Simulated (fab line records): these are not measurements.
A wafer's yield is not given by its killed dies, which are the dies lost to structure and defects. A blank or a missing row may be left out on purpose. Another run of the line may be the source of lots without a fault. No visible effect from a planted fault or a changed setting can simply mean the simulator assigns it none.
fab line records ; flow nand_harc
record: lots: 11; wafers: 33; last_day: 25
route steps=1159 shown A_STAIRCASE@585 END@1159
lots untouched by any fault: they come from a run of this same line in which no faults occurred
start_h: start of the lot's first displayed wafer, in hours after the record's first day ; wait_h: hours since the lot's step before ; " same as the row above ; L1.1+2: several wafers, shown together as one row ; - no value present, or no start provided ; * or withheld: withheld ; < > ~ a bound
route shown NAME@n: a module of which the file shows steps, and the number in the route of the first ; usual: mean/standard deviation of fault-free wafers ; same: alike in all rows ; chamber/n: place in a boat ; sites: readings site by site ; _std_site: standard deviation of those values ; _edge_site: mean of outer sites minus mean of inner sites ; radius_mm: how far each site lies from the wafer's centre ; mask NAME#n: copy n ; behind: the tool/chamber that last shaped the wafer ; hold: why the lot went on hold/how many hours it stayed there/how the hold came to an end ; device: transistor that didn't switch, given as n, p or np ; end of line: tests run on the same wafers once the route is complete ; where a step has no rows: the recipe by itself ; killed: count of dies lost to structure and defects at first sort (not the wafer's yield) ; map: the dies of a wafer, with x for killed, . for not killed, _ for no die there
set.NAME: the run value of the setting; set.NAME@STEP: its run value at that earlier step ; model.NAME: the simulator's own value behind a step, which no gauge read
one table for each step of the route and one row for each wafer, over a sample of lots
services: from which hour (start_h, from the record's first day; less than 0 if before it) a tool's chamber was out of use, for how many hours, and why
== steps ==
step: NHARC_A_STAIRCASE_TRIM_191
recipe: time_s: 211.2; o2_flow_sccm: 500; ar_flow_sccm: 0; bias_w: 0; chemistry: O2
usual: drypump_motor_current_A: 5.7/0.37; oes_product_au: 1.004/0.0076; rf_vpp_V: 57.7/0.88; run_length_s: 232.4/0.4; showerhead_plenum_p_Torr: 3.52/0.099; throttle_valve_pct: 17.036/0.0095
same: bias_w: 0
lot.wafer;tool;chamber;start_h;wait_h;drypump_motor_current_A;oes_product_au;rf_hours_counter_h;rf_vpp_V;run_length_s;showerhead_plenum_p_Torr;throttle_valve_pct
L821.4;rie_diel-11;2;-;-;6.0;1.012;16;57.4;232.6;3.77;17.034
L821.5;rie_diel-11;3;-;-;5.9;1.008;-;57.9;232.6;3.62;17.011
L821.6;rie_diel-11;0;-;-;5.3;1.013;-;56.2;232.3;3.53;17.053
L822.3;rie_diel-04;1;-;-;5.0;0.996;49;57.9;231.9;3.49;17.024
L822.5;rie_diel-04;2;-;-;5.6;0.997;-;56.5;231.9;3.45;17.026
L822.6;rie_diel-04;3;-;-;6.2;1.004;-;57.4;232.2;3.56;17.017
L823.4;rie_diel-11;3;-;-;5.9;1.006;21;58.6;232.8;3.62;17.028
L823.1;rie_diel-11;0;-;-;5.3;1.012;20;56.8;232.0;3.52;17.039
L823.6;rie_diel-11;3;-;-;5.9;0.999;-;57.6;232.5;3.62;17.040
L825.2;rie_diel-04;0;-;-;5.9;1.006;56;58.2;232.7;3.61;17.033
L825.5;rie_diel-04;1;-;-;5.0;1.002;-;58.9;231.9;3.49;17.047
L825.6;rie_diel-04;2;-;-;5.7;0.997;-;56.7;232.5;3.45;17.035
L824.3;rie_diel-05;0;-;-;6.1;1.015;32;58.0;232.3;3.55;17.037
L824.1;rie_diel-05;3;-;-;6.0;0.995;34;56.5;232.8;3.35;17.047
L824.5;rie_diel-05;1;-;-;6.0;1.001;-;56.5;231.8;3.66;17.030
L826.2;rie_diel-04;0;-;-;6.0;1.004;59;58.4;233.0;3.61;17.041
L826.1;rie_diel-04;1;-;-;5.0;1.003;54;59.3;231.6;3.49;17.038
L826.6;rie_diel-04;3;-;-;6.2;1.004;-;59.1;232.3;3.56;17.034
L827.1;rie_diel-05;2;-;-;5.4;0.999;42;57.1;232.0;3.49;17.015
L827.3;rie_diel-05;3;-;-;5.9;0.990;40;57.4;232.9;3.35;17.024
L827.2;rie_diel-05;0;-;-;6.2;1.013;39;56.9;232.9;3.55;17.047
L828.4;rie_diel-11;1;-;-;5.5;1.002;26;57.1;233.0;3.61;17.026
L828.3;rie_diel-11;2;-;-;6.0;1.008;28;58.7;232.8;3.76;17.036
L828.6;rie_diel-11;3;-;-;5.9;1.000;-;58.5;232.6;3.61;17.028
L836.1;rie_diel-05;3;-;-;5.9;1.011;63;58.0;232.8;3.34;17.047
L836.3;rie_diel-05;2;-;-;5.4;1.009;61;57.9;232.0;3.48;17.050
L836.6;rie_diel-05;0;-;-;6.1;1.021;-;58.0;232.6;3.54;17.037
L838.4;rie_diel-04;0;-;-;6.0;1.012;16;56.8;232.6;3.60;17.033
L838.2;rie_diel-04;2;-;-;5.6;0.998;15;58.3;232.1;3.44;17.055
L838.6;rie_diel-04;1;-;-;5.1;0.989;-;58.0;231.8;3.48;17.038
L844.2;rie_diel-05;2;-;-;5.4;1.010;15;57.4;232.5;3.47;17.032
L844.1;rie_diel-05;3;-;-;6.0;1.002;15;55.7;232.6;3.33;17.025
L844.6;rie_diel-05;0;-;-;6.1;1.011;-;59.5;232.6;3.53;17.033
step: NHARC_A_STAIRCASE_ETCH_199
recipe: target_depth_a: 1000; time_s: 40.5; ion_energy_ev: 400; c4f8_flow_sccm: 20; o2_flow_sccm: 10; ar_flow_sccm: withheld; rf_w: 600; bias_w: 1000; chemistry: C4F8/O2
usual: bias_w: 1000/3.2; oes_product_au: 0.943/0.011; rf_vpp_V: 897/3.5
lot.wafer;tool;chamber;start_h;wait_h;bias_w;oes_product_au;rf_hours_counter_h;rf_vpp_V
L821.4;rie_diel-11;1;-;-;990;0.953;16;899
L821.5;rie_diel-11;1;-;-;997;0.943;-;899
L821.6;rie_diel-11;2;-;-;1000;0.952;-;907
L822.3;rie_diel-04;1;-;-;1001;0.944;50;895
L822.6;rie_diel-04;3;-;-;1000;0.944;-;899
L822.5;rie_diel-04;0;-;-;996;0.946;-;899
L823.4;rie_diel-11;3;-;-;998;0.945;21;900
L823.1;rie_diel-11;1;-;-;1001;0.953;19;898
L823.6;rie_diel-11;3;-;-;1000;0.937;-;899
L825.2;rie_diel-04;0;-;-;1002;0.957;56;899
L825.5;rie_diel-04;0;-;-;1003;0.954;-;899
L825.6;rie_diel-04;1;-;-;1003;0.936;-;895
L824.3;rie_diel-11;0;-;-;999;0.940;21;895
L824.1;rie_diel-11;1;-;-;993;0.958;20;899
L824.5;rie_diel-11;0;-;-;1002;0.946;-;897
L826.1;rie_diel-04;0;-;-;995;0.933;59;898
L826.2;rie_diel-04;1;-;-;999;0.950;54;894
L826.6;rie_diel-04;3;-;-;1001;0.948;-;896
L827.2;rie_diel-05;0;-;-;999;0.949;40;898
L827.3;rie_diel-05;1;-;-;997;0.944;44;901
L827.1;rie_diel-05;2;-;-;997;0.940;43;893
L828.3;rie_diel-11;1;-;-;1002;0.953;26;900
L828.4;rie_diel-11;2;-;-;1005;0.941;28;904
L828.6;rie_diel-11;0;-;-;1005;0.965;-;894
L836.1;rie_diel-04;0;-;-;999;0.938;16;899
L836.3;rie_diel-04;2;-;-;995;0.934;14;893
L836.6;rie_diel-04;0;-;-;997;0.943;-;900
L838.4;rie_diel-11;3;-;-;997;0.929;47;899
L838.2;rie_diel-11;2;-;-;1004;0.936;49;905
L838.6;rie_diel-11;3;-;-;997;0.936;-;899
L844.1;rie_diel-11;0;-;-;1003;0.972;2;895
L844.2;rie_diel-11;2;-;-;996;0.953;3;903
L844.6;rie_diel-11;1;-;-;1001;0.962;-;899
step: NHARC_A_STAIRCASE_TRIM_202
recipe: time_s: 211.2; o2_flow_sccm: 500; ar_flow_sccm: 0; bias_w: 0; chemistry: O2
usual: bias_w: 0/0; drypump_motor_current_A: 5.7/0.38; oes_product_au: 1.004/0.0085; rf_vpp_V: 57.9/0.89; run_length_s: 232.4/0.4; showerhead_plenum_p_Torr: 3.55/0.095; throttle_valve_pct: 17.036/0.0094
lot.wafer;tool;chamber;start_h;wait_h;bias_w;drypump_motor_current_A;oes_product_au;rf_hours_counter_h;rf_vpp_V;run_length_s;showerhead_plenum_p_Torr;throttle_valve_pct
L821.4;rie_diel-11;3;252.40;-;0;5.9;1.004;18;56.7;232.6;3.62;17.047
L821.5;rie_diel-11;3;252.40;-;0;5.9;1.001;-;58.5;232.6;3.62;17.050
L821.6;rie_diel-11;0;252.40;-;0;5.3;0.998;-;58.7;232.1;3.52;17.043
L822.3;rie_diel-04;0;252.61;-;0;6.0;1.012;54;57.0;232.8;3.61;17.036
L822.5;rie_diel-04;1;252.61;-;0;5.0;0.996;-;56.5;231.7;3.49;17.012
L822.6;rie_diel-04;2;252.61;-;0;5.7;0.995;-;59.0;231.9;3.45;17.028
L823.1;rie_diel-11;3;260.43;-;0;6.0;0.995;22;58.2;232.8;3.62;17.033
L823.4;rie_diel-11;0;260.43;-;0;5.3;1.000;20;58.6;232.4;3.52;17.029
L823.6;rie_diel-11;2;260.43;-;0;6.1;1.004;-;58.4;232.5;3.77;17.038
L825.2;rie_diel-04;1;261.83;-;0;5.0;0.992;51;58.8;231.6;3.49;17.042
L825.6;rie_diel-04;0;261.83;-;0;5.9;1.000;-;57.4;232.4;3.61;17.039
L825.5;rie_diel-04;1;261.83;-;0;5.0;0.994;-;57.1;231.8;3.49;17.036
L824.3;rie_diel-11;2;264.14;-;0;6.1;1.002;22;58.0;232.8;3.76;17.029
L824.1;rie_diel-11;0;264.14;-;0;5.3;1.006;22;57.3;232.7;3.52;17.050
L824.5;rie_diel-11;3;264.14;-;0;5.9;1.009;-;58.5;232.5;3.62;17.040
L826.1;rie_diel-04;3;270.72;-;0;6.2;0.986;60;58.5;232.2;3.56;17.034
L826.2;rie_diel-04;1;270.72;-;0;5.0;0.997;55;56.4;231.9;3.49;17.032
L826.6;rie_diel-04;0;270.72;-;0;6.0;1.004;-;57.9;233.0;3.61;17.037
L827.1;rie_diel-05;3;278.28;-;0;5.9;1.001;40;56.6;232.3;3.35;17.050
L827.2;rie_diel-05;0;278.28;-;0;6.2;1.019;40;59.4;232.8;3.55;17.041
L827.3;rie_diel-05;1;278.28;-;0;6.0;1.011;44;57.1;231.9;3.65;17.045
L828.3;rie_diel-11;0;278.44;-;0;5.3;1.022;27;57.3;232.4;3.52;17.028
L828.4;rie_diel-11;1;278.44;-;0;5.5;1.008;26;58.0;232.8;3.60;17.037
L828.6;rie_diel-11;0;278.44;-;0;5.3;1.009;-;56.7;232.7;3.52;17.036
L836.1;rie_diel-04;1;338.68;-;0;5.0;0.994;15;58.1;231.9;3.48;17.045
L836.3;rie_diel-04;3;338.68;-;0;6.2;0.988;16;56.9;232.2;3.55;17.060
L836.6;rie_diel-04;0;338.68;-;-;5.9;1.007;-;59.8;155.4;3.60;17.037
L838.4;rie_diel-11;3;340.23;-;0;5.9;1.007;47;56.6;233.0;3.60;17.038
L838.2;rie_diel-11;2;340.23;-;0;6.1;1.003;49;58.8;232.9;3.75;17.043
L838.6;rie_diel-11;0;340.23;-;0;5.3;1.018;-;57.2;232.3;3.51;17.029
L844.2;rie_diel-11;3;382.60;-;0;6.0;1.006;3;59.0;232.5;3.60;17.042
L844.1;rie_diel-11;2;382.60;-;0;6.0;1.018;3;57.1;232.9;3.74;17.018
L844.6;rie_diel-11;0;382.60;-;0;5.3;1.004;-;57.8;232.2;3.50;17.040
step: NHARC_A_STAIRCASE_STRIP_205
recipe: power_w: 1500; temp_c: 250; chemistry: O2
usual: drypump_motor_current_A: 6.0/0.32; heater_power_w: 313/13
lot.wafer;tool;chamber;start_h;wait_h;drypump_motor_current_A;heater_power_w;rf_hours_counter_h
L821.4;plasma_asher-02;0;252.86;0.2;6.0;305;-
L821.6;plasma_asher-02;0;252.86;0.2;6.0;300;-
L821.5;plasma_asher-02;1;252.86;0.2;6.6;300;-
L822.3;plasma_asher-01;0;253.07;0.2;5.9;322;-
L822.6;plasma_asher-01;1;253.07;0.2;5.9;318;-
L822.5;plasma_asher-01;0;253.07;0.2;5.8;320;-
L823.1;plasma_asher-01;1;260.78;0.1;5.8;317;53
L823.4;plasma_asher-01;1;260.78;0.1;5.8;313;-
L823.6;plasma_asher-01;0;260.78;0.1;5.8;325;-
L825.2;plasma_asher-01;0;262.19;0.1;5.8;328;54
L825.6;plasma_asher-01;1;262.19;0.1;5.8;320;-
L825.5;plasma_asher-01;0;262.19;0.1;5.8;316;-
L824.1;plasma_asher-01;0;264.49;0.1;5.9;332;55
L824.3;plasma_asher-01;0;264.49;0.1;5.8;333;-
L824.5;plasma_asher-01;0;264.49;0.1;5.8;324;-
L826.1;plasma_asher-01;0;271.08;0.1;5.8;329;56
L826.2;plasma_asher-01;1;271.08;0.1;5.8;320;56
L826.6;plasma_asher-01;0;271.08;0.1;5.8;326;-
L827.1;plasma_asher-02;0;278.61;0.1;6.0;299;30
L827.2;plasma_asher-02;1;278.61;0.1;6.6;304;30
L827.3;plasma_asher-02;0;278.61;0.1;6.0;308;-
L828.4;plasma_asher-02;0;279.27;0.5;6.0;286;-
L828.3;plasma_asher-02;1;279.27;0.5;6.6;301;-
L828.6;plasma_asher-02;0;279.27;0.5;6.0;311;-
L836.1;plasma_asher-01;0;339.09;0.1;5.8;334;16
L836.3;plasma_asher-01;1;339.09;0.1;5.8;315;-
L836.6;plasma_asher-01;1;339.09;0.1;5.9;310;-
L838.2;plasma_asher-02;0;340.61;0.1;6.0;301;51
L838.4;plasma_asher-02;1;340.61;0.1;6.6;300;-
L838.6;plasma_asher-02;0;340.61;0.1;6.0;303;-
L844.2;plasma_asher-01;1;382.93;0.1;5.8;300;33
L844.1;plasma_asher-01;0;382.93;0.1;5.8;332;33
L844.6;plasma_asher-01;0;382.93;0.1;5.8;330;-
step: NHARC_END_SORT_01
recipe: temp_c: 25
usual: killed_at_array: 25/9.8; killed_at_other: 0.8/1.1; killed_at_periphery: 3.3/2.1; killed_dies: 29/10; killed_open: 3.3/1.8; killed_short: 1.9/1.4
same: gross_dies: 677
lot.wafer;tool;chamber;start_h;wait_h;killed_at_array;killed_at_other;killed_at_periphery;killed_dies;killed_open;killed_short
L836.1;prober-01;0;571.53;2.5;19;2;0;21;2;3
L836.3;prober-01;0;573.14;3.1;28;1;3;32;1;3
L836.6;prober-01;0;575.55;4.0;579;0;4;583;5;4
killed by level:class
L836.1 A_CHANNEL_HOLE_D1:chamber_film_flake=6 A_CONTACT:chamber_film_flake=4 A_STAIRCASE:chamber_film_flake=3 A_CONTACT:geometric_particle:open=2 THIN_TSV:chamber_film_flake=2 A_CHANNEL_FILL_D1:geometric_particle:short=1 A_STAIRCASE:geometric_particle:short=1 A_WL_FILL:geometric_particle:short=1
L836.3 A_CHANNEL_HOLE_D1:chamber_film_flake=19 A_CONTACT:chamber_film_flake=3 A_WL_FILL:chamber_film_flake=2 P_M0:geometric_particle:short=1 A_ONON_D1:geometric_particle:short=1 A_CONTACT:geometric_particle:open=1 A_CONTACT:geometric_particle:short=1 P_ZERO_WELL:chamber_film_flake=1
L836.6 A_STAIRCASE:area_trim=553 A_CHANNEL_HOLE_D1:chamber_film_flake=13 A_STAIRCASE:chamber_film_flake=5 P_STI:geometric_particle:short=1 P_M2:geometric_particle:open=1 A_SOURCE_PLATE:geometric_particle:short=1 A_ONON_D1:geometric_particle:open=1 A_SGD_CUT:geometric_particle:open=1
== services ==
tool;chamber;start_h;hours;kind
rie_diel-04;1;229.80;3.6;repair
rie_diel-11;0;247.59;-;clean
rie_diel-11;1;247.59;-;clean
rie_diel-11;2;247.59;-;clean
rie_diel-11;3;247.59;-;clean
rie_diel-04;1;253.92;2.7;repair
rie_diel-11;0;272.76;-;clean
rie_diel-11;1;272.76;-;clean
rie_diel-11;2;272.76;-;clean
rie_diel-11;3;272.76;-;clean
rie_diel-04;1;275.49;13.2;repair
plasma_asher-01;-;276.00;9.0;pm
rie_diel-04;2;286.14;9.2;repair
rie_diel-04;-;289.06;9.0;pm
rie_diel-11;0;297.34;-;clean
rie_diel-11;1;304.97;3.8;repair
rie_diel-05;2;305.93;9.1;repair
rie_diel-11;-;310.36;0.3;repair
plasma_asher-01;-;320.51;0.9;repair
rie_diel-05;1;323.17;52.0;repair
rie_diel-05;-;341.01;9.0;pm
rie_diel-11;3;350.25;3.7;repair
plasma_asher-02;-;360.55;9.0;pm
rie_diel-11;-;366.62;9.0;pm
== key ==
first_sign: step: NHARC_A_STAIRCASE_TRIM_202; reading: run_length_s; direction: down; sigmas: 99+; usual: *; struck: *
effect: step: NHARC_END_SORT_01; reading: killed_at_array; direction: up; sigmas: 57; usual: 25; struck: 579
more_kills_born_at: NHARC_A_STAIRCASE_TRIM_202@rie_diel-04: 553
met_at NHARC_A_STAIRCASE_TRIM_202
struck_lots L836
struck_wafers L836.6
later_rows_left_out L836.6
tester_left_out L836
not_acting_at NHARC_A_STAIRCASE_TRIM_191,NHARC_A_STAIRCASE_ETCH_199,NHARC_A_STAIRCASE_STRIP_205
onset_between 270.72 338.68
fault: kind: process_parameter_drift; tool: rie_diel-04; chamber: 0; onset_h: 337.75; steps: NHARC_A_STAIRCASE_TRIM_202; channel: time_s; offset: *; shape: step; end_h: 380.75; acts_in: *; stated: *
tester_left_out: of these lots the tester's yield and bins aren't shown, on N5 and GAA mostly nor the transistor test; their killed dies are dies lost to structure and defects alone, not to doping, threshold or leakage, so they don't give the yield
later_rows_left_out: the simulator's readings of these wafers behind a module that went badly wrong aren't trusted and aren't shown, but for the sort
